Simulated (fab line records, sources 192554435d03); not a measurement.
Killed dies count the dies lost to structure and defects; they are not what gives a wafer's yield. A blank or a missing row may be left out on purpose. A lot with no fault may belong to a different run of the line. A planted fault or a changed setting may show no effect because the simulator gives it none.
Lot-split experiment -- flow n5_finfet -- 21 wafers read from 7 lots, route of 1938 steps

ON THE SPLIT
At N5_BEOL_M5_COAT_60 (time 60 s, resist thk 12 nm), the setting spin_rpm was moved away from the recipe's 1500 rpm on 5 of the 21 wafers read, by -8.5% to +10.6%. The other wafers ran this setting at the recipe's value.

FROM THE SPLIT TO THE READING: what the file shows between them, 3 steps
- N5_BEOL_M5_COAT_71: time 60 s, resist thk 5 nm (also split here: spin_rpm)
- N5_BEOL_M5_ETCH_72: etches underlayer in N2/H2, target depth 6.5 nm, time 5.2 s (also split here: bias_w)
- N5_BEOL_M5_ETCH_61: etches SiARC in CF4, target depth 15.6 nm, time 26 s

THE READING
SiARC_of_BEOL_M5_COAT_60.thk_nm (the simulator's own value, which no gauge read), in nm, at N5_BEOL_M5_ETCH_62 (etches SOC in N2/H2, target depth 75 nm, overetch 15 nm, time 112.5 s). No usual value for it is given in the file. Here, 16 wafers ran the recipe; their average is 6.8 nm with a standard deviation of 0.17 nm.

wafer,"tool, chamber at the split","spin_rpm as run, rpm",against the recipe,"SiARC_of_BEOL_M5_COAT_60.thk_nm, nm",against lot-mates on the recipe
L074.3,"litho_track-01, 0",1500,recipe,6.8,-
L074.6,"litho_track-01, 0",1500,recipe,6.8,-
L074.4,"litho_track-01, 0",1500,recipe,7,-
L076.1,"litho_track-05, 0",1373,-8.5%,7.4,+0.5
L076.2,"litho_track-05, 0",1500,recipe,6.8,-
L076.6,"litho_track-05, 0",1500,recipe,7,-
L078.1,"litho_track-05, 0",1500,recipe,6.6,-
L078.5,"litho_track-05, 0",1500,recipe,6.6,-
L078.3,"litho_track-05, 0",1500,recipe,6.8,-
L086.3,"litho_track-01, 0",1659,+10.6%,6,-1.0
L086.4,"litho_track-01, 0",1500,recipe,7,-
L086.5,"litho_track-01, 0",1659,+10.6%,6.4,-0.6
L095.4,"litho_track-02, 0",1500,recipe,6.8,-
L095.5,"litho_track-02, 0",1500,recipe,7,-
L095.6,"litho_track-02, 0",1500,recipe,7,-
L093.4,"litho_track-02, 0",1419,-5.4%,7,+0.4
L093.5,"litho_track-02, 0",1500,recipe,6.6,-
L093.6,"litho_track-02, 0",1419,-5.4%,7.2,+0.6
L097.1,"litho_track-02, 0",1500,recipe,6.6,-
L097.3,"litho_track-02, 0",1500,recipe,6.6,-
L097.6,"litho_track-02, 0",1500,recipe,6.6,-

THE FIT
A straight line over all 21 wafers: SiARC_of_BEOL_M5_COAT_60.thk_nm changes by -0.0593 nm for each +1% of spin_rpm; r = -0.83; the points scatter about the line by 0.17 nm.
The same after taking each lot's own level away (the mean of its wafers on the recipe; 21 wafers): -0.075 nm for each +1%; r = -0.95; scatter 0.11 nm.
That fit puts the effect of the largest move of spin_rpm on the reading at 0.79 nm.
The lots' own levels span 6.60 to 7.00 nm, that is 2.4 times the standard deviation above.
So the lot-to-lot level changes the slope: the two fits differ.
Check: with one of the wafers moved furthest among these (+10.6%) left out of the fit, the line predicts -0.677 nm for it against its lot-mates. It came out at -1 nm against them.

ADDITIONAL SPLITS CARRIED BY THESE WAFERS
Before the reading, these wafers also passed through other splits. Each is held against what the fit with the lots' levels taken away leaves over:
other split on the same wafers,wafers away from the commonest value,r with SiARC_of_BEOL_M5_COAT_60.thk_nm (lot level and that fit taken away)
N5_BEOL_M2_DESCUM_16 time_s,3,-0.38
N5_BEOL_M3_ETCH_70 source_w,6,-0.04
N5_BEOL_M4_COAT_67 spin_rpm,5,+0.27
N5_BEOL_M4_COAT_22 spin_rpm,6,-0.15
N5_BEOL_M5_COAT_71 spin_rpm,3,-0.05
N5_BEOL_M5_ETCH_72 bias_w,8,+0.16

THE WHOLE CHAIN: every reading that the file lists as answering this split, in the file's order
step,what it does,reading,change (the file's fit),r (the file's)
N5_BEOL_M5_COAT_60,"time 60 s, resist thk 12 nm","SiARC_of_BEOL_M5_COAT_60.thk_nm (the simulator's own value, which no gauge read)",-0.0638 nm for each +1% of the setting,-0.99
N5_BEOL_M5_ETCH_61,"etches SiARC in CF4, target depth 15.6 nm, time 26 s",etch_rf_on_time_s,withheld for each +1% of the setting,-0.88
N5_BEOL_M5_ETCH_61,"etches SiARC in CF4, target depth 15.6 nm, time 26 s","etch.depth_nm (the simulator's own value, which no gauge read)",-0.061 nm for each +1% of the setting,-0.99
N5_BEOL_M5_ETCH_62,"etches SOC in N2/H2, target depth 75 nm, overetch 15 nm, time 112.5 s","SiARC_of_BEOL_M5_COAT_60.thk_nm (the simulator's own value, which no gauge read)",-0.0723 nm for each +1% of the setting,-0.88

THE FILE'S OWN FIT
SiARC_of_BEOL_M5_COAT_60.thk_nm changes by -0.0723 nm for each +1% of spin_rpm, r = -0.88.
